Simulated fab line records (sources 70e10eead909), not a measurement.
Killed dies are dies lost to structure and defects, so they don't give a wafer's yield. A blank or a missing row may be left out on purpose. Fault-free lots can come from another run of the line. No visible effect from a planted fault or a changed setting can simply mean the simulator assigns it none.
fab line records    flow nand_harc
record lots=5  wafers=15  last_day=25
route steps=1159 shown P_GATE@185 END@1159
lots that met no fault: from a run of the same line without faults
start_h: start of the lot's first displayed wafer, in hours after the record's first day    wait_h: hours since the lot's step before    " as in the row above    L1.1+2: a single row standing in for several wafers    - no value present, or no start provided    * or withheld: withheld    < > ~ a bound
route shown NAME@n: names a module that has steps shown in the file, with the first one's number in the route    usual: mean and standard deviation over wafers with no fault    same: alike in all rows    chamber/n: place in a boat    sites: readings site by site    _std_site: the values' standard deviation    _edge_site: outer sites' mean less inner sites'    radius_mm: for every site, how far away it sits from the centre of the wafer    mask NAME#n: copy n    behind: the last tool/chamber to shape the wafer    hold: why the lot was held/for how many hours/how that ended    device: which transistor (n, p or np) failed to switch    end of line: tests run on the same wafers once the route is complete    a step with no rows: only its recipe    killed: the dies lost at the first sort to structure and to defects; this is not the yield of the wafer    map: shows each die of a wafer: x if killed, . if not, _ if none is there
set.NAME: the setting as run; set.NAME@STEP: as run at that earlier step    model.NAME: the simulator's own value behind a step, which no gauge read
lots seen at some steps along the route; tables by step, rows by wafer
services: from which hour (start_h, from the record's first day; less than 0 if before it) a tool's chamber was out of use, for how many hours, and why
## steps
# step NHARC_P_GATE_CD_MEAS_59
# recipe target_cd_nm=720  landing_energy_ev=500
# usual cd_nm=720.2/1.6
# same landing_energy_ev=500
lot.wafer  tool       chamber  start_h  wait_h  cd_nm
L884.4     cd_sem-02  0        105.26   -       722.4
L884.5     "          0        "        "       720.4
L884.6     "          0        "        "       722.3
L894.1     cd_sem-01  0        166.83   -       720.0
L894.5     "          0        "        "       721.7
L894.6     "          0        "        "       720.1
L899.1     cd_sem-01  0        181.92   -       719.1
L899.2     "          0        "        "       719.9
L899.4     "          0        "        "       718.9
L906.1     cd_sem-03  0        229.88   -       721.0
L906.2     "          0        "        "       721.2
L906.3     "          0        "        "       719.6
L907.3     cd_sem-01  0        241.71   -       719.7
L907.4     "          0        "        "       718.7
L907.6     "          0        "        "       720.1
# step NHARC_P_GATE_HARDBAKE_60
# recipe temp_c=125  time_s=80
# step NHARC_P_GATE_DESCUM_61
# recipe time_s=3  o2_flow_sccm=200  ar_flow_sccm=0  bias_power_w=0  chemistry=O2
# usual drypump_motor_current_A=5.7/0.37  o2_flow_sccm=200.1/0.65  oes_product_au=0.997/0.01  rf_vpp_V=57.8/0.78  showerhead_plenum_p_Torr=1.90/0.09  throttle_valve_pct=11.312/0.0084
lot.wafer  tool         chamber  start_h  wait_h  drypump_motor_current_A  o2_flow_sccm  oes_product_au  rf_hours_counter_h  rf_vpp_V  showerhead_plenum_p_Torr  throttle_valve_pct
L884.4     rie_diel-05  3        105.53   -       5.3                      200.9         0.996           39                  58.5      1.98                      11.317
L884.6     "            2        "        "       5.6                      199.1         0.990           -                   57.5      1.98                      11.310
L884.5     "            3        "        "       5.3                      200.3         1.008           -                   57.3      1.98                      11.309
L894.1     rie_diel-03  2        167.01   -       5.7                      200.0         1.002           23                  57.8      2.04                      11.305
L894.5     "            0        "        "       5.5                      199.3         0.993           -                   57.1      1.93                      11.336
L894.6     "            1        "        "       6.4                      199.6         0.993           -                   58.5      1.79                      11.321
L899.1     rie_diel-03  2        182.12   -       5.8                      200.7         1.002           27                  58.5      2.04                      11.315
L899.4     "            3        "        "       5.3                      200.5         0.997           29                  57.7      1.77                      11.330
L899.2     "            0        "        "       5.5                      199.3         0.997           28                  58.7      1.93                      11.320
L906.1     rie_diel-03  3        230.04   -       5.3                      199.5         1.020           0                   58.0      1.77                      11.307
L906.2     "            1        "        "       6.4                      199.5         1.009           1                   56.1      1.79                      11.315
L906.3     "            2        "        "       5.7                      200.4         0.997           0                   59.5      2.04                      11.307
L907.3     rie_diel-03  3        241.89   -       5.2                      198.7         1.017           1                   56.7      1.77                      11.318
L907.4     "            1        "        "       6.4                      200.3         1.017           1                   57.6      1.79                      11.307
L907.6     "            3        "        "       5.2                      199.8         1.023           -                   57.0      1.77                      11.315
# step NHARC_P_GATE_IMPLANT_62
# recipe energy_kev=20  dose_cm2=3e+15  tilt_deg=7
# step NHARC_P_GATE_STRIP_112
# recipe power_w=1500  temp_c=110  time_s=200  chemistry=N2/H2
# usual drypump_motor_current_A=5.56/0.29  heater_power_w=93/8.8  temp_c=110.02/0.12
lot.wafer  tool             chamber  start_h  wait_h  drypump_motor_current_A  heater_power_w  rf_hours_counter_h  temp_c
L884.4     plasma_asher-02  0        106.15   0.4     5.88                     83              -                   110.32
L884.5     "                0        "        "       5.90                     83              -                   110.19
L884.6     "                1        "        "       5.86                     84              -                   109.97
L894.1     plasma_asher-01  0        167.39   0.2     5.46                     103             18                  110.12
L894.5     "                0        "        "       5.47                     102             -                   109.91
L894.6     "                1        "        "       5.20                     98              -                   110.05
L899.1     plasma_asher-02  0        182.65   0.4     5.97                     81              58                  110.09
L899.2     "                1        "        "       5.88                     83              58                  109.99
L899.4     "                1        "        "       5.88                     83              -                   109.91
L906.1     plasma_asher-01  0        230.41   0.2     5.48                     104             45                  110.10
L906.2     "                1        "        "       5.20                     97              45                  110.08
L906.3     "                1        "        "       5.21                     100             -                   110.03
L907.3     plasma_asher-01  1        242.34   0.2     5.20                     98              -                   110.04
L907.4     "                0        "        "       5.45                     104             -                   110.01
L907.6     "                0        "        "       5.48                     101             -                   110.03
# step NHARC_P_GATE_STRIP_76
# recipe power_w=1500  temp_c=250  chemistry=O2
# usual drypump_motor_current_A=5.56/0.29  heater_power_w=349/33  temp_c=249.98/0.19
lot.wafer  tool             chamber  start_h  wait_h  drypump_motor_current_A  heater_power_w  rf_hours_counter_h  temp_c
L884.4     plasma_asher-02  0        106.35   0.2     5.86                     318             -                   249.93
L884.5     "                0        "        "       5.84                     313             -                   249.71
L884.6     "                1        "        "       5.88                     317             -                   250.01
L894.1     plasma_asher-01  0        167.66   0.2     5.47                     388             18                  250.19
L894.5     "                0        "        "       5.48                     395             -                   250.27
L894.6     "                1        "        "       5.22                     362             -                   249.79
L899.1     plasma_asher-02  0        182.92   0.2     5.91                     306             59                  250.12
L899.2     "                1        "        "       5.86                     313             59                  249.64
L899.4     "                1        "        "       5.90                     314             -                   249.69
L906.1     plasma_asher-01  0        230.67   0.2     5.47                     386             46                  249.67
L906.2     "                1        "        "       5.21                     370             46                  250.00
L906.3     "                1        "        "       5.19                     377             -                   249.94
L907.3     plasma_asher-01  1        242.54   0.2     5.20                     369             -                   249.77
L907.4     "                0        "        "       5.49                     378             -                   250.07
L907.6     "                0        "        "       5.46                     376             -                   250.02
# step NHARC_P_GATE_STRIP_63
# recipe time_s=900  temp_c=130  chemistry=SPM
# step NHARC_P_GATE_DEHYDRATE_83
# recipe temp_c=150  time_s=120
# step NHARC_P_GATE_HMDS_84
# recipe time_s=30
# step NHARC_P_GATE_COAT_85
# recipe spin_rpm=3000
# step NHARC_P_GATE_SOFTBAKE_86
# recipe temp_c=122  time_s=95
# step NHARC_P_GATE_EBR_87
# step NHARC_P_GATE_EXPOSE_88
# recipe na=0.6  target_cd_nm=2000  dose_mj=11.87  mask_id=P_HVN
# usual focus_offset_nm=0.1/0.55
# same na=0.6
lot.wafer  tool            chamber  start_h  wait_h  mask        focus_offset_nm
L884.4     krf_scanner-04  0        106.98   -       P_HVN#0     0.9
L884.5     "               0        "        "       P_HVN#0     1.9
L884.6     "               0        "        "       P_HVN#0     0.4
L894.1     krf_scanner-02  0        168.42   -       P_HVN#0     -0.5
L894.5     "               0        "        "       P_HVN#0     1.0
L894.6     "               0        "        "       P_HVN#0     -0.4
L899.1     krf_scanner-02  0        183.69   -       P_HVN_R1#0  0.1
L899.2     "               0        "        "       P_HVN_R1#0  -0.2
L899.4     "               0        "        "       P_HVN_R1#0  -0.4
L906.1     krf_scanner-03  0        231.46   -       P_HVN#0     1.0
L906.2     "               0        "        "       P_HVN#0     0.4
L906.3     "               0        "        "       P_HVN#0     0.3
L907.3     krf_scanner-04  0        243.29   -       P_HVN#0     0.4
L907.4     "               0        "        "       P_HVN#0     -0.1
L907.6     "               0        "        "       P_HVN#0     0.7
# step NHARC_P_GATE_PEB_89
# recipe peb_temp_c=118  peb_time_s=85
# step NHARC_P_GATE_DEVELOP_90
# recipe time_s=70
# step NHARC_P_GATE_CD_MEAS_91
# recipe target_cd_nm=2000  landing_energy_ev=500
# usual cd_nm=1999.5/1.5
# same landing_energy_ev=500
lot.wafer  tool       chamber  start_h  wait_h  cd_nm
L884.4     cd_sem-02  0        107.13   -       2001.7
L884.5     "          0        "        "       1999.3
L884.6     "          0        "        "       2001.1
L894.1     cd_sem-02  0        168.57   -       1998.6
L894.5     "          0        "        "       1997.2
L894.6     "          0        "        "       2000.2
L899.1     cd_sem-02  0        183.86   -       2227.1
L899.2     "          0        "        "       2226.7
L899.4     "          0        "        "       2227.7
L906.1     cd_sem-01  0        231.62   -       2001.4
L906.2     "          0        "        "       1997.5
L906.3     "          0        "        "       2000.9
L907.3     cd_sem-03  0        243.44   -       2000.2
L907.4     "          0        "        "       2000.6
L907.6     "          0        "        "       1998.9
# step NHARC_P_GATE_HARDBAKE_92
# recipe temp_c=125  time_s=80
# step NHARC_P_GATE_DESCUM_93
# recipe time_s=3  o2_flow_sccm=200  ar_flow_sccm=0  bias_power_w=0  chemistry=O2
# usual drypump_motor_current_A=5.7/0.37  o2_flow_sccm=199.9/0.6  oes_product_au=0.995/0.0097  rf_vpp_V=57.6/0.87  showerhead_plenum_p_Torr=1.89/0.088  throttle_valve_pct=11.310/0.0094
lot.wafer  tool         chamber  start_h  wait_h  drypump_motor_current_A  o2_flow_sccm  oes_product_au  rf_hours_counter_h  rf_vpp_V  showerhead_plenum_p_Torr  throttle_valve_pct  model.P_GATE.cd_nm
L884.4     rie_diel-03  1        107.37   -       6.4                      199.8         0.990           -                   57.4      1.80                      11.302              2002
L884.5     "            3        "        "       5.3                      200.5         1.004           -                   57.4      1.78                      11.303              1999
L884.6     "            0        "        "       5.5                      201.1         0.992           -                   57.5      1.93                      11.321              2002
L894.1     rie_diel-13  3        168.76   -       6.1                      199.5         0.970           23                  57.7      1.79                      11.311              1998
L894.5     "            2        "        "       5.3                      199.6         0.999           -                   57.4      1.99                      11.309              719.1
L894.6     "            3        "        "       6.1                      199.2         0.980           -                   58.3      1.79                      11.302              2000
L899.2     rie_diel-05  3        184.02   -       5.4                      200.8         0.982           4                   58.7      1.97                      11.314              2227
L899.4     "            0        "        "       6.3                      199.6         0.992           5                   57.8      1.93                      11.314              2228
L899.1     "            1        "        "       5.6                      200.8         0.984           4                   56.7      1.84                      11.311              2227
L906.2     rie_diel-13  0        231.79   -       5.6                      199.4         1.002           45                  57.3      1.92                      11.326              1999
L906.1     "            1        "        "       5.8                      199.3         0.981           42                  58.4      1.79                      11.304              2002
L906.3     "            2        "        "       5.3                      200.2         1.009           48                  57.9      1.98                      11.313              2002
L907.4     rie_diel-03  3        243.60   -       5.3                      200.5         1.013           2                   57.6      1.77                      11.299              2001
L907.3     "            2        "        "       5.7                      199.8         1.000           2                   58.2      2.04                      11.301              2000
L907.6     "            3        "        "       5.3                      200.4         1.004           -                   59.5      1.77                      11.315              1999
# step NHARC_P_GATE_IMPLANT_94
# recipe energy_kev=60  dose_cm2=2e+15  tilt_deg=7
# step NHARC_END_SORT_01
# recipe temp_c=25
# usual killed_at_array=25/9.2  killed_at_other=0.9/1.3  killed_at_periphery=3.3/2.3  killed_dies=29/9.6  killed_open=3.2/1.8  killed_short=2/1.4
# same gross_dies=677
lot.wafer  tool       chamber  start_h  wait_h  killed_at_array  killed_at_other  killed_at_periphery  killed_dies  killed_open  killed_short
L899.1     prober-01  0        529.50   2.5     14               6                24                   44           3            4
L899.2     prober-01  0        530.31   2.8     13               3                22                   38           3            3
L899.4     prober-01  0        531.91   3.4     14               1                21                   36           3            1
# killed by level:class
L899.1 P_GATE:area_expose=21 THIN_TSV:chamber_film_flake=6 A_CHANNEL_HOLE_D1:chamber_film_flake=3 A_STAIRCASE:chamber_film_flake=3 A_CONTACT:chamber_film_flake=2 P_GATE:geometric_particle:open=1 P_M0:geometric_particle:open=1 A_CHANNEL_FILL_D1:geometric_particle:short=1
L899.2 P_GATE:area_expose=18 A_CHANNEL_HOLE_D1:chamber_film_flake=3 A_STAIRCASE:chamber_film_flake=3 THIN_TSV:chamber_film_flake=3 P_CONTACT:chamber_film_flake=2 P_CONTACT:geometric_particle:open=1 A_CHANNEL_FILL_D1:geometric_particle:open=1 A_CHANNEL_FILL_D1:geometric_particle:short=1
L899.4 P_GATE:area_expose=15 A_CHANNEL_HOLE_D1:chamber_film_flake=5 A_STAIRCASE:chamber_film_flake=3 A_CONTACT:chamber_film_flake=3 P_CONTACT:chamber_film_flake=2 P_GATE:geometric_particle:short=1 P_M0:geometric_particle:open=1 P_M1:geometric_particle:open=1
# map L899.1 (x killed, . not)
____________.____________
_________......._________
_______x.........._______
______....x........______
_____.....x........x_____
____.................____
____..........x......____
___...................___
___...................___
__.....................__
__x............x.......__
_.x..x.................._
_......................._
_..............x........_
_................x.....x_
_......................._
x.......................x
...........xx............
............xx...........
xx........x...x......x...
xx.......................
_............x.........._
_......................._
_x..x..................._
_xx...................x._
_x......................_
__xx...................__
__.x..x................__
___x..................___
___...................___
____.................____
____...........x.....____
_____..............._____
______x...x........______
_______.x........._______
_________...xx.._________
____________x____________
# map L894.1 (x killed, . not)
____________.____________
_________......._________
_______..........._______
______.............______
_____..............._____
____.................____
____......x......x...____
___...........x.......___
___...................___
__.....................__
__............x........__
_...............x.....x._
_................x......_
_......................._
_....xx................._
_....................x.._
...x.....................
..................x......
.........................
.....x...................
.........................
_.......x............x.._
_x......................_
_.................x....._
_.........x............._
_.x........x............_
__.....................__
__.x......x............__
___x.............x....___
___..........x..x.....___
____.........xx.x....____
____.......xxx..x....____
_____.......xx..x..._____
______.....xx.x.x.x______
_______......x...._______
_________.....x._________
____________.____________
## services
tool             chamber  start_h  hours  kind
krf_scanner-04   -        92.55    7.0    repair
rie_diel-03      0        96.30    -      clean
rie_diel-03      1        96.30    -      clean
rie_diel-03      2        96.30    -      clean
plasma_asher-01  -        99.14    9.0    pm
rie_diel-13      -        99.17    9.0    pm
rie_diel-13      1        113.80   4.9    repair
rie_diel-03      2        130.39   2.0    repair
rie_diel-05      2        134.26   2.8    repair
rie_diel-05      2        142.12   15.8   repair
krf_scanner-04   -        144.98   4.0    pm
rie_diel-05      -        149.34   1.9    repair
rie_diel-05      -        163.61   9.0    pm
plasma_asher-02  -        166.28   6.5    repair
krf_scanner-02   -        169.19   0.2    repair
plasma_asher-02  -        183.03   9.0    pm
krf_scanner-03   -        185.30   4.0    pm
krf_scanner-04   -        200.36   0.7    repair
rie_diel-13      3        205.91   4.2    repair
rie_diel-13      1        206.20   2.9    repair
krf_scanner-04   -        207.71   0.4    repair
krf_scanner-02   -        210.04   4.0    pm
rie_diel-05      3        215.20   4.7    repair
rie_diel-03      -        215.30   9.0    pm
## key
first_sign step=NHARC_P_GATE_EXPOSE_88  reading=mask  direction=changed
effect step=NHARC_P_GATE_CD_MEAS_91  reading=cd_nm  direction=up  sigmas=99+  usual=1999.5  struck=2227.2
effect step=NHARC_END_SORT_01  reading=killed_at_periphery  direction=up  sigmas=8.3  usual=3.3  struck=22.3
model_effect step=NHARC_P_GATE_DESCUM_93  value=P_GATE.cd_nm  without=2001  struck=2227
more_kills_born_at NHARC_P_GATE_EXPOSE_88@krf_scanner-02=54
met_at NHARC_P_GATE_EXPOSE_88
struck_wafers L899.1,L899.2,L899.4
tester_left_out L899
onset_between 168.42 183.69
fault kind=wrong_mask  tool=any  chamber=-  onset_h=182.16  steps=NHARC_P_GATE_EXPOSE_88  aux_copy=P_HVN_R1#0  cd_offset_nm=226.85  scope=struck_lots_only
# tester_left_out: of these lots the tester's yield and bins aren't shown, on N5 and GAA mostly nor the transistor test; their killed dies are dies lost to structure and defects alone, not to doping, threshold or leakage, so they don't give the yield
